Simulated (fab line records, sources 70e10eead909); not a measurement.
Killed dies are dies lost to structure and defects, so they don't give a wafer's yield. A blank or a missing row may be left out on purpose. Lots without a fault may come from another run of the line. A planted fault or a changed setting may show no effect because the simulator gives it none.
fab line records | flow nand_harc
record lots=7 wafers=21 last_day=23
route steps=1159 shown P_GATE@118
lots that met no fault: from a run of the same line without faults
start_h: hours from the record's first day to the start of the lot's first wafer shown | wait_h: hours since the lot's step before | " the same as in the row above | L1.1+2: a row that stands for several wafers | - no value, or no start given | * or withheld: withheld | < > ~ a bound
route shown NAME@n: a module of which the file shows steps, and the number in the route of the first | usual: mean/standard deviation of fault-free wafers | same: alike in all rows | chamber/n: place in a boat | sites: the reading at each site | _std_site: their standard deviation | _edge_site: outer sites' mean less inner sites' | radius_mm: how far each site lies from the wafer's centre | mask NAME#n: copy n | behind: the tool/chamber that last shaped the wafer | hold: why the lot was held/for how many hours/how that ended | device: the transistor (n, p or np) that didn't switch | end of line: the same wafers' tests at the end of the route | a step without rows: its recipe alone | killed: dies lost to structure and defects at the first sort, not the wafer's yield | map: a wafer's dies, x killed, . not, _ none there
set.NAME: the setting as run; set.NAME@STEP: as run at that earlier step | model.NAME: the simulator's own value behind a step, which no gauge read
lots at some steps of the route; a table a step, a row a wafer
services: from which hour (start_h, from the record's first day; less than 0 if before it) a tool's chamber was out of use, for how many hours, and why
## steps
# step NHARC_P_GATE_EBR_07
# step NHARC_P_GATE_EXPOSE_08
# recipe na=0.6 dose_mj=16.75 mask_id=P_HV
# step NHARC_P_GATE_PEB_09
# recipe peb_temp_c=118 peb_time_s=85
# step NHARC_P_GATE_DEVELOP_10
# recipe time_s=70
# step NHARC_P_GATE_CD_MEAS_11
# recipe target_cd_nm=1640 landing_energy_ev=500
# usual cd_nm=1639.9/2.3
# columns lot.wafer tool chamber start_h wait_h cd_nm
L880.1 cd_sem-02 0 96.96 - 1640.6
L880.4 " 0 " " 1644.0
L880.6 " 0 " " 1639.3
L881.1 cd_sem-03 0 105.13 - 1639.7
L881.4 " 0 " " 1640.1
L881.5 " 0 " " 1638.7
L883.3 cd_sem-01 0 110.53 - 1640.4
L883.5 " 0 " " 1640.5
L883.6 " 0 " " 1642.1
L886.3 cd_sem-02 0 126.48 - 1641.8
L886.4 " 0 " " 1642.9
L886.5 " 0 " " 1643.8
L885.2 cd_sem-02 0 126.63 - 1643.6
L885.4 " 0 " " 1638.3
L885.6 " 0 " " 1639.1
L895.3 cd_sem-03 0 184.06 - 1639.6
L895.4 " 0 " " 1636.5
L895.5 " 0 " " 1639.2
L898.1 cd_sem-02 0 205.90 - 1640.9
L898.3 " 0 " " 1642.9
L898.6 " 0 " " 1641.9
# step NHARC_P_GATE_HARDBAKE_12
# recipe temp_c=125 time_s=80
# step NHARC_P_GATE_DESCUM_13
# recipe time_s=3 o2_flow_sccm=200 ar_flow_sccm=0 bias_power_w=0 chemistry=O2
# usual drypump_motor_current_A=5.9/0.39 oes_product_au=0.994/0.013 rf_vpp_V=57.7/0.97 showerhead_plenum_p_Torr=1.89/0.093 throttle_valve_pct=11.311/0.0093
# columns lot.wafer tool chamber start_h wait_h drypump_motor_current_A oes_product_au rf_hours_counter_h rf_vpp_V showerhead_plenum_p_Torr throttle_valve_pct
L880.4 rie_diel-03 2 97.13 - 5.5 1.001 9 59.2 2.03 11.321
L880.1 " 0 " " 5.9 0.991 12 59.8 1.91 11.293
L880.6 " 2 " " 5.5 0.992 - 59.9 2.03 11.321
L881.4 rie_diel-03 2 105.30 - 5.5 0.979 10 58.6 2.03 11.311
L881.1 " 0 " " 5.9 0.988 13 56.9 1.91 11.294
L881.5 " 1 " " 6.0 0.982 - 58.4 1.80 11.303
L883.3 rie_diel-03 0 110.70 - 5.9 0.990 13 58.2 1.91 11.305
L883.6 " 3 " " 6.7 0.974 - 57.3 1.87 11.317
L883.5 " 0 " " 5.9 0.996 - 57.4 1.91 11.323
L886.4 rie_diel-12 1 126.66 - 6.0 1.033 35 57.4 1.78 11.318
L886.3 " 2 " " 5.3 1.001 33 58.5 1.83 11.321
L886.5 " 1 " " 6.0 1.021 - 58.1 1.78 11.313
L885.2 rie_diel-12 2 126.80 - 5.3 1.008 33 59.1 1.83 11.334
L885.4 " 3 " " 5.5 0.991 32 58.0 2.00 11.324
L885.6 " 1 " " 6.0 1.023 - 56.4 1.78 11.315
L895.4 rie_diel-03 3 184.22 - 6.7 0.968 28 57.5 1.87 11.307
L895.3 " 0 " " 5.9 0.995 30 57.0 1.91 11.318
L895.5 " 3 " " 6.7 0.970 - 56.3 1.87 11.319
L898.1 rie_diel-03 0 206.09 - 5.9 0.995 33 56.7 1.91 11.310
L898.3 " 1 " " 6.0 0.998 32 58.2 1.80 11.312
L898.6 " 2 " " 5.6 0.986 - 57.4 2.02 11.299
# step NHARC_P_GATE_ETCH_14
# recipe target_depth_a=488 chemistry=dHF material=SiO2
# step NHARC_P_GATE_STRIP_15
# recipe time_s=780 temp_c=130 chemistry=SPM
# step NHARC_P_GATE_PRECLEAN_71
# recipe time_s=* temp_c=50 bath_age_min=0 chemistry=SC1
# step NHARC_P_GATE_SRD_72
# step NHARC_P_GATE_OXIDE_16
# recipe target_thk_a=30 temp_c=875 ox_time_s=392 material=SiO2
# step NHARC_P_GATE_CVD_17
# recipe target_thk_a=1500 temp_c=620 time_s=900 material=poly-Si
# usual spike_tc_bottom_C=642.9/2.1 spike_tc_upper_C=620.3/1.1
# columns lot.wafer tool chamber start_h wait_h spike_tc_bottom_C spike_tc_upper_C
L880.1 lpcvd_poly-04 0 106.84 2.7 641.2 621.1
L880.4 " 0 " " 644.3 618.2
L880.6 " 0 " " 641.9 619.6
L881.1 lpcvd_poly-03 0 116.09 2.9 639.0 620.0
L881.4 " 0 " " 642.8 619.5
L881.5 " 0 " " 640.5 620.4
L881.1 lpcvd_poly-03 0 118.87 0.5 641.7 619.8
L881.4 " 0 " " 640.7 620.4
L881.5 " 0 " " 640.3 619.9
L883.3 lpcvd_poly-04 0 120.22 2.7 642.6 620.4
L883.5 " 0 " " 641.5 620.4
L883.6 " 0 " " 641.2 619.9
L883.3 lpcvd_poly-04 0 125.23 2.8 640.5 620.3
L883.5 " 0 " " 640.9 619.9
L883.6 " 0 " " 641.1 618.8
L885.2 lpcvd_poly-01 0 136.15 2.5 645.8 622.0
L885.4 " 0 " " 643.5 620.6
L885.6 " 0 " " 644.7 621.4
L886.3 lpcvd_poly-01 0 136.15 2.5 646.0 620.8
L886.4 " 0 " " 643.5 620.6
L886.5 " 0 " " 644.5 620.1
L886.3 lpcvd_poly-01 0 138.93 0.5 644.6 622.2
L886.4 " 0 " " 646.1 619.5
L886.5 " 0 " " 645.4 620.8
L895.3 lpcvd_poly-04 0 193.56 2.7 640.9 619.4
L895.4 " 0 " " 641.8 620.7
L895.5 " 0 " " 640.3 618.0
L898.1 lpcvd_poly-01 0 215.39 2.5 644.2 621.3
L898.3 " 0 " " 645.3 621.8
L898.6 " 0 " " 646.1 620.9
# step NHARC_P_GATE_HM_DEP_102
# recipe target_thk_a=1200 temp_c=400 material=aC
# usual susceptor_temp_C=399.98/0.22 throttle_valve_pct=34.999/0.0096
# columns lot.wafer tool chamber start_h wait_h susceptor_temp_C throttle_valve_pct
L880.1 acl_dep-02 0 109.46 0.4 399.65 35.009
L880.4 " 0 " " 399.58 35.001
L880.6 " 0 " " 399.97 34.994
L881.1 acl_dep-02 0 122.19 1.1 400.38 35.000
L881.4 " 0 " " 399.98 35.003
L881.5 " 0 " " 400.03 35.005
L883.3 acl_dep-02 0 128.42 1.0 400.14 34.994
L883.5 " 0 " " 400.10 35.016
L883.6 " 0 " " 400.23 34.996
L885.2 acl_dep-01 0 139.01 0.6 400.29 34.997
L885.4 " 0 " " 400.04 35.015
L885.6 " 0 " " 400.10 34.980
L886.3 acl_dep-01 0 142.11 0.9 400.01 35.009
L886.4 " 0 " " 400.24 35.015
L886.5 " 0 " " 400.35 35.001
L895.3 acl_dep-01 0 196.40 0.6 400.27 35.004
L895.4 " 0 " " 400.30 35.011
L895.5 " 0 " " 399.66 35.004
L898.1 acl_dep-03 0 218.97 1.4 400.26 34.993
L898.3 " 0 " " 399.78 34.974
L898.6 " 0 " " 399.74 34.990
## services
# columns tool chamber start_h hours kind
rie_diel-03 0 96.32 - clean
rie_diel-03 1 96.32 - clean
rie_diel-03 2 96.32 - clean
rie_diel-03 3 96.32 - clean
lpcvd_poly-01 - 109.11 26.0 pm
acl_dep-01 - 111.64 13.0 pm
rie_diel-03 0 120.82 - clean
rie_diel-03 1 120.82 - clean
rie_diel-03 2 120.82 - clean
rie_diel-03 3 120.82 - clean
rie_diel-03 0 145.48 - clean
rie_diel-03 1 145.48 - clean
rie_diel-03 2 145.48 - clean
rie_diel-03 3 145.48 - clean
rie_diel-03 3 148.73 7.9 repair
acl_dep-02 - 167.47 13.0 pm
rie_diel-03 0 169.98 - clean
rie_diel-03 1 169.98 - clean
rie_diel-03 2 169.98 - clean
rie_diel-03 3 169.98 - clean
rie_diel-03 0 194.48 - clean
rie_diel-03 1 194.48 - clean
rie_diel-12 - 202.53 9.0 pm
rie_diel-03 - 215.30 9.0 pm
## key
first_sign step=NHARC_P_GATE_CVD_17 reading=visit direction=added
effect none on later readings
met_at NHARC_P_GATE_CVD_17
struck_wafers L881.1,L881.4,L881.5,L883.3,L883.5,L883.6,L886.3,L886.4,L886.5
rows_end L883.5,L886.4,L886.5
sort_left_out L881.1,L881.4,L881.5,L883.3,L883.6,L886.3
tester_left_out L881,L883,L886
fault kind=repeated_step_whole tool=lpcvd_poly-01,lpcvd_poly-03,lpcvd_poly-04 chamber=- onset_h=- steps=NHARC_P_GATE_CVD_17 times=1 scope=struck_lots_only
# tester_left_out: of these lots the tester's yield and bins aren't shown, on N5 and GAA mostly nor the transistor test; their killed dies are dies lost to structure and defects alone, not to doping, threshold or leakage, so they don't give the yield
# sort_left_out: the simulated sort isn't trusted on such a fault, so these wafers' sort isn't shown, and their yield isn't known
# rows_end: these wafers met a further fault down the route, and their rows from its step on are left out
